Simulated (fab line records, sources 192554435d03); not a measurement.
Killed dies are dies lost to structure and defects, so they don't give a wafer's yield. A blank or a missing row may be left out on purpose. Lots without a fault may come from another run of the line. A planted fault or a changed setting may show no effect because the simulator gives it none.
Chamber matching | flow n5_finfet | N5_FIN_SAQP_ETCH_65 on rie_si-03: 4 sister chambers
The step etches SiO2 in CF4, target depth 4 nm, time 4.4 s. 4 wafers are shown with their chamber, then 11 later ones without.

WAFERS WITH THEIR CHAMBER
wafer  | chamber | throttle_valve_pct (%)
L086.5 | 0       | 21.57
L091.1 | 1       | 22.17
L091.4 | 2       | 22.19
L094.2 | 3       | 22.22

WAFERS WITHOUT THEIR CHAMBER
wafer  | throttle_valve_pct (%)
L094.3 | 22.16
L094.5 | 22.23
L095.1 | 22.17
L095.2 | 22.23
L095.4 | 21.58
L096.4 | 22.19
L096.5 | 22.17
L096.6 | 21.55
L097.2 | 22.22
L097.4 | 22.19
L097.5 | 22.19

WHICH CHAMBER EACH WENT THROUGH
wafer  | from the rows above | in truth
L094.3 | 1                   | 1
L094.5 | 3                   | 3
L095.1 | 1                   | 1
L095.2 | 3                   | 3
L095.4 | 0                   | 0
L096.4 | 2                   | 2
L096.5 | 1                   | 1
L096.6 | 0                   | 0
L097.2 | 3                   | 3
L097.4 | 2                   | 2
L097.5 | 2                   | 2
Placed correctly: 11 of 11. Can't be placed from these rows: 0. Placed wrongly: 0.
How it was worked out, from the rows above alone: a wafer's distance from a chamber is the root of the sum, over the readings, of the square of ((its reading less the chamber's mean) divided by the reading's scatter). The wafer belongs to the nearest chamber; if the next one is less than 2 further off, it can't be placed. A chamber's mean is the mean of its shown wafers. The scatter: with one shown wafer a chamber, the root of the mean of the squares of how far each hidden wafer lies from its nearest shown one.
